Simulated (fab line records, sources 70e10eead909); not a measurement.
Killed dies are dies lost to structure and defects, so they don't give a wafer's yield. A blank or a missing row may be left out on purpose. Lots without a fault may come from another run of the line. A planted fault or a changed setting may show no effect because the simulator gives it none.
Chamber matching | flow nand_harc | NHARC_A_SLIT_ETCH_29 on rie_diel-06: 4 sister chambers
The step etches the open film in CF4/O2, target depth 100 nm, overetch 10 nm, time 55 s. 20 wafers are shown with their chamber, then 10 later ones without.

WAFERS WITH THEIR CHAMBER
wafer  | chamber | drypump_motor_current_A (A) | rf_fwd_power_W (W) | rf_vpp_V (V)
L074.3 | 2       | 5.0                         | 292.9              | 198.3
L074.5 | 2       | 5.0                         | 295.2              | 199.1
L074.6 | 3       | 5.5                         | 298.2              | 196.0
L078.1 | 3       | 5.5                         | 297.4              | 195.9
L078.4 | 0       | 5.5                         | 297.0              | 196.4
L078.6 | 1       | 6.4                         | 296.1              | 197.5
L083.2 | 2       | 5.0                         | 296.3              | 198.0
L083.4 | 0       | 5.4                         | 295.2              | 196.9
L083.5 | 3       | 5.5                         | 297.1              | 196.6
L086.2 | 1       | 6.4                         | 297.9              | 195.8
L086.4 | 3       | 5.5                         | 297.1              | 195.7
L086.5 | 3       | 5.5                         | 297.3              | 195.5
L089.1 | 3       | 5.5                         | 297.3              | 195.1
L089.2 | 0       | 5.5                         | 296.9              | 196.9
L089.5 | 0       | 5.4                         | 294.5              | 195.7
L088.1 | 2       | 5.0                         | 294.8              | 197.6
L088.2 | 1       | 6.4                         | 297.7              | 196.2
L088.3 | 0       | 5.5                         | 296.6              | 197.1
L091.1 | 0       | 5.4                         | 294.7              | 194.7
L091.3 | 2       | 5.0                         | 296.0              | 196.4

SIGNATURES (means of the wafers above)
reading                 | chamber 0 | chamber 1 | chamber 2 | chamber 3 | scatter within a chamber
drypump_motor_current_A | 5.450     | 6.400     | 5.000     | 5.500     | 0.0306
rf_fwd_power_W          | 295.817   | 297.233   | 295.040   | 297.400   | 1.02
rf_vpp_V                | 196.283   | 196.500   | 197.880   | 195.800   | 0.833
Rule: a wafer's distance from a chamber is the root of the sum, over the readings, of the square of ((its reading less the chamber's mean) divided by the reading's scatter). The wafer belongs to the nearest chamber; if the next one is less than 2 further off, it can't be placed. The scatter: the root of (the sum of the squares of (reading less its chamber's mean) over the shown wafers, divided by (wafers less chambers)).

WAFERS WITHOUT THEIR CHAMBER
wafer  | drypump_motor_current_A (A) | rf_fwd_power_W (W) | rf_vpp_V (V)
L091.5 | 5.0                         | 296.0              | 199.3
L092.1 | 6.3                         | 298.4              | 196.0
L092.4 | 5.4                         | 296.0              | 196.0
L092.6 | 6.4                         | 297.3              | 196.9
L094.3 | 5.0                         | 294.9              | 197.1
L094.4 | 5.0                         | 294.5              | 197.0
L094.6 | 5.4                         | 295.4              | 196.1
L095.1 | 6.4                         | 296.5              | 196.5
L095.4 | 5.5                         | 297.3              | 196.5
L095.5 | 5.4                         | 295.8              | 195.9

WHICH CHAMBER EACH WENT THROUGH
wafer  | from the rows above     | in truth
L091.5 | 2                       | 2
L092.1 | 1                       | 1
L092.4 | can't be placed: 0 or 3 | 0
L092.6 | 1                       | 1
L094.3 | 2                       | 2
L094.4 | 2                       | 2
L094.6 | 0                       | 0
L095.1 | 1                       | 1
L095.4 | can't be placed: 3 or 0 | 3
L095.5 | can't be placed: 0 or 3 | 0
Placed correctly: 7 of 10. Can't be placed from these rows: 3 (the true chamber is among the candidates in 3). Placed wrongly: 0.
